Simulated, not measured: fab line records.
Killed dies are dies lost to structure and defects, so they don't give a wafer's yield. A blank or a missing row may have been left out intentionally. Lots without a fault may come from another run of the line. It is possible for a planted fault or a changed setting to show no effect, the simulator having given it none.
Lot-split experiment / flow n5-finfet / 21 wafers read across 7 lots, on a route 1938 steps long

THE SPLIT ITSELF
At N5_BEOL_M4_DESCUM_33 (chemistry O2, time 7 s), the setting time-s was moved away from the recipe's 7 s on 7 of the 21 wafers read, by -13.4% to +11.5%. This setting was run at the recipe's value on the other wafers.

FROM THE SPLIT TO THE READING: what the file shows between them, 3 steps
- N5_BEOL_M4_ETCH_77: etches underlayer in N2/H2, target depth 6.5 nm, time 5.2 s
- N5_BEOL_M4_ETCH_69: etches SiARC in CF4, target depth 15.6 nm, time 26 s
- N5_BEOL_M4_ALD_98: deposits SiO2, target thk 2.5 nm, pulse time 1 s, co reactant pulse time 1 s

THE READING
CAR-EUV_of_BEOL_M4_COAT_22.thk-nm (the simulator's own value, which no gauge read), in nm, at N5_BEOL_M4_ETCHBACK_99 (etches SiO2 in CHF3, target depth 5 nm, time 10.4 s). The file gives no usual value for it. The 14 wafers here that ran the recipe average 10.4 nm, standard deviation 0.11 nm.

wafer=L074.1; tool, chamber at the split=rie-diel-05, 1; time-s as run, s=7; against the recipe=recipe; CAR-EUV_of_BEOL_M4_COAT_22.thk-nm, nm=10.6; against lot-mates on the recipe=-
wafer=L074.3; tool, chamber at the split=rie-diel-05, 0; time-s as run, s=6.231; against the recipe=-11.0%; CAR-EUV_of_BEOL_M4_COAT_22.thk-nm, nm=11; against lot-mates on the recipe=+0.5
wafer=L074.4; tool, chamber at the split=rie-diel-05, 3; time-s as run, s=7; against the recipe=recipe; CAR-EUV_of_BEOL_M4_COAT_22.thk-nm, nm=10.4; against lot-mates on the recipe=-
wafer=L077.2; tool, chamber at the split=rie-diel-04, 2; time-s as run, s=7; against the recipe=recipe; CAR-EUV_of_BEOL_M4_COAT_22.thk-nm, nm=10.4; against lot-mates on the recipe=-
wafer=L077.3; tool, chamber at the split=rie-diel-04, 1; time-s as run, s=7; against the recipe=recipe; CAR-EUV_of_BEOL_M4_COAT_22.thk-nm, nm=10.4; against lot-mates on the recipe=-
wafer=L077.6; tool, chamber at the split=rie-diel-04, 2; time-s as run, s=7.804; against the recipe=+11.5%; CAR-EUV_of_BEOL_M4_COAT_22.thk-nm, nm=10; against lot-mates on the recipe=-0.4
wafer=L078.1; tool, chamber at the split=rie-diel-05, 2,1; time-s as run, s=7; against the recipe=recipe; CAR-EUV_of_BEOL_M4_COAT_22.thk-nm, nm=10.2; against lot-mates on the recipe=-
wafer=L078.2; tool, chamber at the split=rie-diel-05, 0; time-s as run, s=6.059; against the recipe=-13.4%; CAR-EUV_of_BEOL_M4_COAT_22.thk-nm, nm=10.8; against lot-mates on the recipe=+0.5
wafer=L078.6; tool, chamber at the split=rie-diel-05, 2,1; time-s as run, s=7; against the recipe=recipe; CAR-EUV_of_BEOL_M4_COAT_22.thk-nm, nm=10.4; against lot-mates on the recipe=-
wafer=L080.2; tool, chamber at the split=rie-diel-04, 1; time-s as run, s=7.806; against the recipe=+11.5%; CAR-EUV_of_BEOL_M4_COAT_22.thk-nm, nm=9.8; against lot-mates on the recipe=-0.5
wafer=L080.3; tool, chamber at the split=rie-diel-04, 0,2; time-s as run, s=7; against the recipe=recipe; CAR-EUV_of_BEOL_M4_COAT_22.thk-nm, nm=10.4; against lot-mates on the recipe=-
wafer=L080.5; tool, chamber at the split=rie-diel-04, 0,2; time-s as run, s=7; against the recipe=recipe; CAR-EUV_of_BEOL_M4_COAT_22.thk-nm, nm=10.2; against lot-mates on the recipe=-
wafer=L082.2; tool, chamber at the split=rie-diel-05, 1,3,0; time-s as run, s=7; against the recipe=recipe; CAR-EUV_of_BEOL_M4_COAT_22.thk-nm, nm=10.2; against lot-mates on the recipe=-
wafer=L082.3; tool, chamber at the split=rie-diel-05, 1,3,0; time-s as run, s=7; against the recipe=recipe; CAR-EUV_of_BEOL_M4_COAT_22.thk-nm, nm=10.2; against lot-mates on the recipe=-
wafer=L082.5; tool, chamber at the split=rie-diel-05, 1,3,0; time-s as run, s=7; against the recipe=recipe; CAR-EUV_of_BEOL_M4_COAT_22.thk-nm, nm=10.4; against lot-mates on the recipe=-
wafer=L086.1; tool, chamber at the split=rie-diel-04, 2; time-s as run, s=7; against the recipe=recipe; CAR-EUV_of_BEOL_M4_COAT_22.thk-nm, nm=10.4; against lot-mates on the recipe=-
wafer=L086.6; tool, chamber at the split=rie-diel-04, 2; time-s as run, s=7; against the recipe=recipe; CAR-EUV_of_BEOL_M4_COAT_22.thk-nm, nm=10.4; against lot-mates on the recipe=-
wafer=L086.5; tool, chamber at the split=rie-diel-04, 3; time-s as run, s=6.179; against the recipe=-11.7%; CAR-EUV_of_BEOL_M4_COAT_22.thk-nm, nm=10.6; against lot-mates on the recipe=+0.2
wafer=L095.1; tool, chamber at the split=rie-diel-05, 3,1; time-s as run, s=6.284; against the recipe=-10.2%; CAR-EUV_of_BEOL_M4_COAT_22.thk-nm, nm=10.6; against lot-mates on the recipe=+0.2
wafer=L095.3; tool, chamber at the split=rie-diel-05, 3,1; time-s as run, s=6.284; against the recipe=-10.2%; CAR-EUV_of_BEOL_M4_COAT_22.thk-nm, nm=10.8; against lot-mates on the recipe=+0.4
wafer=L095.4; tool, chamber at the split=rie-diel-05, 0; time-s as run, s=7; against the recipe=recipe; CAR-EUV_of_BEOL_M4_COAT_22.thk-nm, nm=10.4; against lot-mates on the recipe=-
When a row names more than one chamber, that row covers several wafers, and the file does not tell which wafer ran in which chamber.

FIT RESULTS
A straight line over all 21 wafers: CAR-EUV_of_BEOL_M4_COAT_22.thk-nm changes by -0.0368 nm for each +1% of time-s; r = -0.89; the points scatter about the line by 0.13 nm.
The same after taking each lot's own level away (the mean of its wafers on the recipe; 21 wafers): -0.0345 nm for each +1%; r = -0.92; scatter 0.097 nm.
On that fit, the largest move of time-s shifts the reading by 0.46 nm.
From 10.27 to 10.50 nm: that is the span of the lots' own levels, equal to 2.1 times the standard deviation above.
The two slopes agree, so the slope changes little with the lot-to-lot level.
Check: with one of the wafers moved furthest among these (-13.4%) left out of the fit, the line predicts +0.438 nm for it against its lot-mates. It came out at +0.5 nm against them.

OTHER SPLITS ON THESE WAFERS
These wafers also went through other splits before the reading. Each is held against what the fit with the lots' levels taken away leaves over:
other split on the same wafers=N5_BEOL_M1_COAT_05 spin-rpm; wafers away from the commonest value=4; r with CAR-EUV_of_BEOL_M4_COAT_22.thk-nm (lot level and that fit taken away)=+0.05
other split on the same wafers=N5_BEOL_M1_ETCH_64 source-w; wafers away from the commonest value=10; r with CAR-EUV_of_BEOL_M4_COAT_22.thk-nm (lot level and that fit taken away)=+0.06
other split on the same wafers=N5_BEOL_M2_DESCUM_33 time-s; wafers away from the commonest value=9; r with CAR-EUV_of_BEOL_M4_COAT_22.thk-nm (lot level and that fit taken away)=+0.17
other split on the same wafers=N5_BEOL_M2_ETCHBACK_99 time-s; wafers away from the commonest value=11; r with CAR-EUV_of_BEOL_M4_COAT_22.thk-nm (lot level and that fit taken away)=+0.28
other split on the same wafers=N5_BEOL_M3_COAT_05 spin-rpm; wafers away from the commonest value=8; r with CAR-EUV_of_BEOL_M4_COAT_22.thk-nm (lot level and that fit taken away)=-0.07
other split on the same wafers=N5_BEOL_M3_ETCH_64 time-s; wafers away from the commonest value=7; r with CAR-EUV_of_BEOL_M4_COAT_22.thk-nm (lot level and that fit taken away)=+0.14

THE WHOLE CHAIN: every reading that the file lists as answering this split, in the file's order
step=N5_BEOL_M4_DESCUM_33; what it does=chemistry O2, time 7 s; reading=CAR-EUV_of_BEOL_M4_COAT_22.thk-nm (the simulator's own value, which no gauge read); change (the file's fit)=-0.0405 nm for each +1% of the setting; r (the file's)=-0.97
step=N5_BEOL_M4_ETCH_77; what it does=etches underlayer in N2/H2, target depth 6.5 nm, time 5.2 s; reading=CAR-EUV_of_BEOL_M4_COAT_22.thk-nm (the simulator's own value, which no gauge read); change (the file's fit)=-0.0374 nm for each +1% of the setting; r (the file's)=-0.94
step=N5_BEOL_M4_ETCH_69; what it does=etches SiARC in CF4, target depth 15.6 nm, time 26 s; reading=CAR-EUV_of_BEOL_M4_COAT_22.thk-nm (the simulator's own value, which no gauge read); change (the file's fit)=-0.0402 nm for each +1% of the setting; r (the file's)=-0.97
step=N5_BEOL_M4_ETCHBACK_99; what it does=etches SiO2 in CHF3, target depth 5 nm, time 10.4 s; reading=CAR-EUV_of_BEOL_M4_COAT_22.thk-nm (the simulator's own value, which no gauge read); change (the file's fit)=-0.0346 nm for each +1% of the setting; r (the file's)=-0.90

THE FILE'S OWN FIT
CAR-EUV_of_BEOL_M4_COAT_22.thk-nm changes by -0.0346 nm for each +1% of time-s, r = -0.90.
